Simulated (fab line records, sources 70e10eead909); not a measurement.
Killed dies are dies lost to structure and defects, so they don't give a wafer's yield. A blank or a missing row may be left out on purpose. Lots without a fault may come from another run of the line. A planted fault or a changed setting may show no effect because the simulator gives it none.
One fault seen from 2 desks | flow nand_harc | each desk has only its own numbers; what lay behind them comes last

THE METROLOGY DESK
What the gauges read, lot by lot, whatever tool the lot ran on: means of the sampled wafers that have a number. A lot is out of limits, marked OUT, if its mean lies more than 4 standard deviations from the usual mean; the brackets give that distance.
Columns: A = cd_nm at NHARC_A_BONDPAD_CD_MEAS_09, usual 500.9 nm; B = overlay_x_nm at NHARC_A_BONDPAD_OVL_MEAS_35, usual 1 nm; C = overlay_y_nm at NHARC_A_BONDPAD_OVL_MEAS_35, usual 0 nm; D = cd_nm at NHARC_A_BONDPAD_CD_MEAS_13, usual 500.6 nm; E = thk_nm at NHARC_A_BONDPAD_THK_MEAS_20, usual 169.5 nm
lot  | first seen here | A     | B   | C  | D     | E
L815 | day 18 02:10    | 500.5 | 0   | -3 | 500.8 | 169.3
L818 | day 18 13:10    | 499.8 | 8   | -4 | 499.9 | 171.2
L822 | day 20 07:05    | 501.2 | 2   | 0  | 500.5 | 169.5
L824 | day 20 10:54    | 499.9 | 1   | 5  | 499.6 | 169.9
L826 | day 21 02:18    | 503.9 | 2   | 4  | 502.6 | 169.3
L833 | day 22 13:53    | 501.9 | -11 | -1 | 501.7 | 171.6
L835 | day 23 06:59    | 501.4 | -3  | 1  | 501.1 | 171.1
This desk's finding: nothing out of limits on any of the 7 lots.

THE TOOL OWNER'S DESK: rie_diel-06
The tool's own readings at NHARC_A_BONDPAD_ETCH_12 (etches the open film in CHF3/O2, target depth 220 nm, time 110 s): means of the sampled wafers that have a number, for each lot that ran on this tool. A lot is out of limits, marked OUT, if its mean lies more than 4 standard deviations from the usual mean; the brackets give that distance.
Columns: A = drypump_motor_current_A at NHARC_A_BONDPAD_ETCH_12, usual 5.6 A; B = oes_product_au at NHARC_A_BONDPAD_ETCH_12, usual 0.946 a.u.; C = rf_vpp_V at NHARC_A_BONDPAD_ETCH_12, usual 370.3 V; D = showerhead_plenum_p_Torr at NHARC_A_BONDPAD_ETCH_12, usual 2.39 Torr; E = throttle_valve_pct at NHARC_A_BONDPAD_ETCH_12, usual 20.573 %
lot  | first seen here | A   | B     | C     | D    | E
L815 | day 18 02:34    | 5.9 | 0.979 | 370.2 | 2.40 | 20.577
L822 | day 20 07:28    | 5.7 | 0.978 | 370.0 | 2.35 | 20.570
L824 | day 20 11:19    | 5.4 | 0.969 | 368.0 | 2.30 | 20.579
L826 | day 21 02:42    | 6.0 | 0.991 | 368.5 | 2.25 | 20.575
This desk's finding: nothing out of limits on any of the 4 lots.

PUT TOGETHER
The metrology desk saw nothing out of limits.
The tool owner's desk saw nothing out of limits.

WHAT THE SIMULATOR HAD PUT IN
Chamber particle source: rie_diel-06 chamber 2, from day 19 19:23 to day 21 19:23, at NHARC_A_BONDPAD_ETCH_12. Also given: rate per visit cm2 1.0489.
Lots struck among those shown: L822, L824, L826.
